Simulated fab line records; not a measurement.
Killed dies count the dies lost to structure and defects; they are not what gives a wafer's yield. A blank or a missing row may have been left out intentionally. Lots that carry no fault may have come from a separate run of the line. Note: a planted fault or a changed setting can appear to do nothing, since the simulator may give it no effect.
fab line records	flow n5_finfet	part 2 of 2: steps 5 to 6 of 6
record lots=22	wafers=66	last_day=18
route steps=1938 shown SD_EPI_P@303 ILD0@338 SDB@363 DUMMY_REMOVAL@378 HKMG_FIN@401
lots untouched by any fault: they come from a run of this same line in which no faults occurred
start_h: hours from the record's first day to the start of the lot's first wafer shown	wait_h: how many hours have passed since the lot's step before this one	" identical to the entry in the row above	L1.1+2: several wafers, shown together as one row	- no value, or no start given	* or withheld: withheld	< > ~ a bound
route shown NAME@n: names a module that has steps shown in the file, with the first one's number in the route	usual: mean/standard deviation of fault-free wafers	same: alike in all rows	chamber/n: place in a boat	sites: each site's reading	_std_site: their standard deviation	_edge_site: mean of outer sites minus mean of inner sites	radius_mm: for every site, how far away it sits from the centre of the wafer	mask NAME#n: copy n	behind: the tool/chamber that last shaped the wafer	hold: why the lot was held/for how many hours/how that ended	device: the transistor (n, p or np) that didn't switch	end of line: tests of these same wafers at the route's end	a step given without rows: its recipe and nothing more	killed: count of dies lost to structure and defects at first sort (not the wafer's yield)	map: shows each die of a wafer: x if killed, . if not, _ if none is there
set.NAME: setting as actually run; set.NAME@STEP: the setting as run at that earlier step	model.NAME: the simulator's own value behind a step, which no gauge read
one table for each step of the route and one row for each wafer, over a sample of lots
services: from which hour (start_h, from the record's first day; less than 0 if before it) a tool's chamber was out of use, for how many hours, and why
## steps
# step N5_DUMMY_REMOVAL_STRIP_10
# recipe chemistry=N2/H2	time_s=40	power_w=100	temp_c=40	pressure_mtorr=100	rf_frequency_hz=6e+07	bias_power_w=3	n2_flow_sccm=300	h2_flow_sccm=300
# usual drypump_motor_current_A=5.7/0.43	oes_product_au=0.75/0.059	rf_vpp_V=45.3/0.84	showerhead_plenum_p_Torr=3.35/0.11	throttle_valve_pct=12.39/0.27
lot.wafer	tool	chamber	start_h	wait_h	drypump_motor_current_A	oes_product_au	rf_hours_counter_h	rf_vpp_V	showerhead_plenum_p_Torr	throttle_valve_pct
L074.2	rie_diel-03	2	68.91	0.0	5.9	0.72	220	45.9	3.32	12.81
L074.4	"	3	"	"	5.2	0.78	119	45.2	3.25	12.25
L074.5	"	1	"	"	5.1	0.68	-	44.9	3.37	12.68
L075.1	rie_diel-03	2	76.09	0.0	5.9	0.71	222	44.4	3.32	12.80
L075.4	"	3	"	"	5.2	0.78	122	44.7	3.25	12.24
L075.6	"	3	"	"	5.2	0.78	-	44.9	3.25	12.26
L076.2	rie_diel-01	0	80.24	0.0	6.4	0.75	140	46.1	3.36	11.98
L076.5	"	1	"	"	5.3	0.77	-	45.7	3.25	12.38
L076.6	"	2	"	"	6.2	0.78	-	44.6	3.53	12.04
L077.1	rie_diel-03	3	88.78	0.0	5.2	0.78	126	44.5	3.25	12.25
L077.4	"	1	"	"	5.1	0.69	201	44.8	3.36	12.71
L077.6	"	1	"	"	5.1	0.68	-	46.8	3.36	12.71
L078.1	rie_diel-02	1	91.98	0.0	5.6	0.79	126	45.3	3.25	12.34
L078.3	"	3	"	"	5.4	0.85	56	43.2	3.40	11.85
L078.6	"	1	"	"	5.6	0.78	-	45.3	3.25	12.36
L079.1	rie_diel-03	1	100.97	0.0	5.1	0.69	204	46.1	3.36	12.72
L079.2	"	3	"	"	5.2	0.78	129	43.9	3.24	12.27
L079.3	"	0	"	"	5.4	0.76	164	46.2	3.53	12.57
L080.3	rie_diel-02	3	109.61	0.0	5.3	0.84	61	46.1	3.40	11.88
L080.4	"	2	"	"	5.9	0.78	128	44.7	3.38	12.25
L080.5	"	1	"	"	5.6	0.78	-	46.4	3.25	12.38
L081.1	rie_diel-02	3	113.24	0.0	5.4	0.84	62	43.8	3.40	11.88
L081.5	"	2	"	"	5.9	0.78	-	46.2	3.38	12.26
L081.6	"	3	"	"	5.4	0.83	-	45.6	3.40	11.88
L083.2	rie_diel-02	3	128.59	0.0	5.3	0.82	69	44.5	3.39	11.89
L083.3	"	0	"	"	5.6	0.64	243	45.5	3.47	12.36
L083.4	"	2	"	"	5.9	0.76	135	45.1	3.38	12.30
L084.1	rie_diel-01	3	136.19	0.0	6.1	0.73	184	45.1	3.22	12.64
L084.2	"	2	"	"	6.1	0.76	141	45.7	3.52	12.08
L084.3	"	0	"	"	6.4	0.73	158	44.5	3.35	12.01
L085.1	rie_diel-03	0	136.59	0.0	5.4	0.74	176	45.3	3.53	12.61
L085.3	"	2	"	"	5.9	0.69	241	45.2	3.31	12.86
L085.4	"	1	"	"	5.1	0.68	216	45.0	3.36	12.76
L086.1	rie_diel-01	1	145.26	0.0	5.3	0.75	145	45.0	3.25	12.42
L086.3	"	0	"	"	6.4	0.73	161	45.1	3.35	12.02
L086.5	"	2	"	"	6.1	0.76	-	45.8	3.52	12.10
L088.1	rie_diel-01	0	152.28	0.0	6.4	0.73	163	45.0	3.35	12.02
L088.2	"	1	"	"	5.3	0.75	146	45.0	3.25	12.41
L088.5	"	2	"	"	6.2	0.76	-	44.9	3.52	12.09
L087.3	rie_diel-01	3	154.06	0.0	6.1	0.72	190	46.0	3.21	12.65
L087.4	"	2	"	"	6.1	0.75	147	44.4	3.52	12.09
L087.5	"	3	"	"	6.1	0.72	-	44.2	3.21	12.64
L089.1	rie_diel-01	0	160.97	0.0	6.4	0.73	166	45.4	3.35	12.04
L089.4	"	3	"	"	6.1	0.72	192	44.2	3.21	12.68
L089.6	"	0	"	"	6.4	0.74	-	45.0	3.35	12.03
L091.1	rie_diel-03	0	178.17	0.0	5.4	0.73	187	46.0	3.52	12.62
L091.3	"	3	"	"	5.2	0.76	147	45.4	3.24	12.32
L091.6	"	3	"	"	5.2	0.76	-	44.1	3.23	12.31
L092.1	rie_diel-03	1	181.35	0.0	5.1	0.67	227	44.3	3.35	12.77
L092.4	"	1	"	"	5.1	0.67	-	45.5	3.35	12.76
L092.6	"	3	"	"	5.2	0.76	-	44.6	3.23	12.31
L094.1	rie_diel-01	0	193.13	0.0	6.4	0.72	175	46.1	3.34	12.06
L094.2	"	1	"	"	5.3	0.75	158	46.0	3.24	12.44
L094.5	"	1	"	"	5.3	0.75	-	44.1	3.24	12.44
L093.3	rie_diel-01	2	193.67	0.0	6.2	0.74	157	45.1	3.51	12.11
L093.4	"	0	"	"	6.4	0.73	175	46.3	3.34	12.06
L093.5	"	1	"	"	5.3	0.76	-	46.5	3.24	12.45
L095.1	rie_diel-03	2	199.58	0.0	5.9	1.00	2	45.5	3.30	12.23
L095.2	"	3	"	"	5.2	0.75	153	45.2	3.23	12.31
L095.5	"	2	"	"	5.9	1.00	-	44.8	3.30	12.24
L096.1	rie_diel-01	2	203.53	0.0	6.1	0.75	161	46.5	3.51	12.12
L096.2	"	3	"	"	6.1	0.72	204	45.1	3.21	12.69
L096.6	"	2	"	"	6.2	0.74	-	45.5	3.51	12.13
L097.1	rie_diel-03	3	211.91	0.0	5.2	0.74	157	45.5	3.23	12.31
L097.3	"	0	"	"	5.4	0.71	198	46.0	3.51	12.65
L097.5	"	2	"	"	5.9	0.99	-	44.9	3.30	12.21
# step N5_HKMG_FIN_DESCUM_53
# recipe chemistry=O2	time_s=7.9	source_power_w=50	bias_power_w=20	pressure_mtorr=20	rf_frequency_hz=2.712e+07	temp_c=40	resist=CAR-ArF	o2_flow_sccm=225
# usual drypump_motor_current_A=5.9/0.44	oes_product_au=0.80/0.083	rf_fwd_power_W=49.35/0.24	rf_vpp_V=244.1/1.3	showerhead_plenum_p_Torr=2.16/0.066	throttle_valve_pct=20.3/0.36
lot.wafer	tool	chamber	start_h	wait_h	drypump_motor_current_A	oes_product_au	rf_fwd_power_W	rf_hours_counter_h	rf_vpp_V	showerhead_plenum_p_Torr	throttle_valve_pct
L074.2	rie_diel-05	1	70.44	0.1	5.8	0.78	49.29	108	244.8	2.22	21.0
L074.4	"	3	"	"	5.8	0.74	49.35	180	244.3	2.17	20.0
L074.5	"	2	"	"	5.4	0.89	49.51	-	242.1	2.03	20.0
L075.1	rie_diel-05	3	77.70	0.0	5.8	0.73	49.61	183	243.8	2.17	20.0
L075.4	"	1	"	"	5.8	0.78	49.13	-	242.9	2.22	21.0
L075.6	"	2	"	"	5.4	0.89	49.79	-	242.7	2.03	20.0
L076.2	rie_diel-06	1	81.72	0.0	6.5	0.92	49.33	14	245.2	2.21	20.1
L076.5	"	1	"	"	6.5	0.93	49.39	-	245.3	2.21	20.1
L076.6	"	0	"	"	6.4	0.75	49.36	-	243.9	2.19	20.7
L077.1	rie_diel-06	3	90.22	0.0	5.0	0.78	49.49	149	246.2	2.16	20.2
L077.4	"	0	"	"	6.4	0.76	49.37	169	242.8	2.18	20.7
L077.6	"	3	"	"	5.1	0.77	49.52	-	244.0	2.16	20.2
L078.1	rie_diel-04	3	93.70	0.0	6.3	0.88	49.50	47	245.4	2.15	20.2
L078.3	"	1	"	"	5.8	0.71	49.12	198	246.2	2.14	20.1
L078.6	"	1	"	"	5.8	0.72	49.00	-	244.7	2.15	20.1
L079.1	rie_diel-05	0	102.54	0.0	6.2	0.96	49.08	3	244.7	2.24	20.1
L079.2	"	1	"	"	5.8	0.77	48.89	120	245.1	2.22	21.0
L079.3	"	3	"	"	5.8	0.74	49.35	192	245.2	2.17	20.0
L080.3	rie_diel-05	0	111.18	0.2	6.2	0.96	49.31	7	245.8	2.24	20.1
L080.4	"	2	"	"	5.5	0.86	49.83	57	242.3	2.03	20.0
L080.5	"	1	"	"	5.8	0.77	49.03	-	243.5	2.22	21.1
L081.1	rie_diel-04	0	114.66	0.0	5.0	0.89	49.36	29	241.3	2.08	20.9
L081.5	"	2	"	"	6.3	0.84	49.33	-	243.1	2.23	20.5
L081.6	"	1	"	"	5.8	0.71	49.26	-	244.0	2.14	20.1
L083.2	rie_diel-04	1	133.86	0.4	5.8	0.70	49.23	215	242.5	2.14	20.1
L083.3	"	2	"	"	6.3	0.83	49.30	73	243.9	2.23	20.5
L083.4	"	0	"	"	5.0	0.88	49.57	37	242.7	2.08	20.9
L084.1	rie_diel-06	0	137.94	0.2	6.4	0.73	49.36	186	245.9	2.18	20.7
L084.2	"	1	"	"	6.5	0.88	49.29	33	246.3	2.21	20.2
L084.3	"	2	"	"	5.9	0.68	48.99	246	243.1	2.04	20.3
L085.1	rie_diel-05	3	138.16	0.0	5.8	0.72	49.55	204	245.4	2.16	20.0
L085.3	"	1	"	"	5.8	0.77	49.19	134	244.4	2.21	21.1
L085.4	"	1	"	"	5.8	0.76	48.85	-	244.8	2.21	21.1
L086.1	rie_diel-05	0	146.69	0.0	6.2	0.91	49.06	20	245.1	2.23	20.1
L086.3	"	3	"	"	5.9	0.71	49.78	207	244.7	2.16	20.0
L086.5	"	2	"	"	5.4	0.85	49.67	-	242.4	2.02	20.0
L088.1	rie_diel-06	3	153.91	0.0	5.1	0.75	49.50	169	245.1	2.16	20.2
L088.2	"	1	"	"	6.4	0.88	49.32	40	244.0	2.21	20.2
L088.5	"	3	"	"	5.0	0.75	49.44	-	244.4	2.16	20.2
L087.3	rie_diel-05	0	156.22	0.4	6.2	0.90	49.42	24	244.4	2.23	20.1
L087.4	"	3	"	"	5.8	0.71	49.32	211	243.6	2.16	20.0
L087.5	"	0	"	"	6.2	0.91	49.34	-	244.3	2.23	20.1
L089.1	rie_diel-05	0	162.61	0.0	6.2	0.89	49.46	27	245.4	2.23	20.1
L089.4	"	1	"	"	5.8	0.75	49.19	143	244.7	2.21	21.1
L089.6	"	1	"	"	5.8	0.75	49.32	-	244.5	2.21	21.1
L091.1	rie_diel-06	2	179.89	0.2	5.9	1.01	48.80	1	242.7	2.04	20.0
L091.3	"	3	"	"	5.0	0.75	49.38	174	245.3	2.15	20.2
L091.6	"	2	"	"	5.9	1.00	48.98	-	242.2	2.04	20.0
L092.1	rie_diel-05	2	183.19	0.0	5.4	0.83	49.52	76	243.0	2.02	20.0
L092.4	"	0	"	"	6.2	0.88	49.20	32	243.9	2.23	20.1
L092.6	"	1	"	"	5.8	0.74	49.03	-	244.5	2.21	21.1
L094.1	rie_diel-04	2	194.62	0.0	6.3	0.80	49.52	93	244.3	2.22	20.5
L094.2	"	1	"	"	5.8	0.69	49.31	234	242.7	2.13	20.1
L094.5	"	2	"	"	6.3	0.81	49.58	-	243.6	2.22	20.5
L093.3	rie_diel-06	3	195.28	0.1	5.0	0.75	49.44	179	243.2	2.15	20.3
L093.4	"	1	"	"	6.5	0.85	49.17	53	245.8	2.20	20.2
L093.5	"	2	"	"	5.9	0.99	48.99	-	242.8	2.04	20.0
L095.1	rie_diel-04	3	201.13	0.0	6.3	0.82	49.51	85	243.7	2.13	20.2
L095.2	"	2	"	"	6.3	0.80	49.66	96	244.1	2.22	20.5
L095.5	"	2	"	"	6.3	0.81	49.60	-	244.8	2.22	20.5
L096.1	rie_diel-04	1	206.00	0.9	5.8	0.69	49.32	240	244.4	2.13	20.1
L096.2	"	3	"	"	6.3	0.82	49.60	87	241.9	2.13	20.2
L096.6	"	1	"	"	5.8	0.69	49.26	-	243.4	2.13	20.1
L097.1	rie_diel-06	3	213.57	0.0	5.0	0.73	49.42	186	245.3	2.15	20.3
L097.3	"	2	"	"	5.9	0.94	49.08	12	242.5	2.04	20.0
L097.5	"	1	"	"	6.5	0.83	49.23	-	244.9	2.20	20.2
## services
tool	chamber	start_h	hours	kind
cmp-02	-	36.64	0.5	repair
ald_sin-02	-	38.49	0.8	repair
cmp-04	-	44.06	3.6	repair
rie_diel-05	-	47.62	0.7	repair
rie_diel-06	2	59.96	2.2	repair
cmp-02	-	63.24	5.5	pm
ald_sin-01	3	63.61	4.6	repair
rie_diel-04	1	65.80	6.9	repair
cmp-02	-	79.05	0.7	repair
ald_sin-01	3	79.10	6.3	repair
ald_sin-04	-	87.26	14.0	pm
cmp-04	-	97.14	1.4	repair
rie_diel-03	3	101.29	10.9	repair
rie_diel-01	-	109.57	5.3	repair
rie_diel-01	1	126.45	15.1	repair
rie_diel-05	2	133.03	8.9	repair
rie_diel-04	-	137.93	0.3	repair
cmp-04	-	143.74	5.2	repair
rie_diel-03	3	146.00	3.7	repair
rie_diel-06	-	176.36	0.6	repair
ald_sin-01	-	178.72	14.0	pm
rie_diel-01	1	197.73	6.1	repair
rie_diel-01	1	210.44	1.8	repair
ald_sin-02	1	211.30	8.4	repair
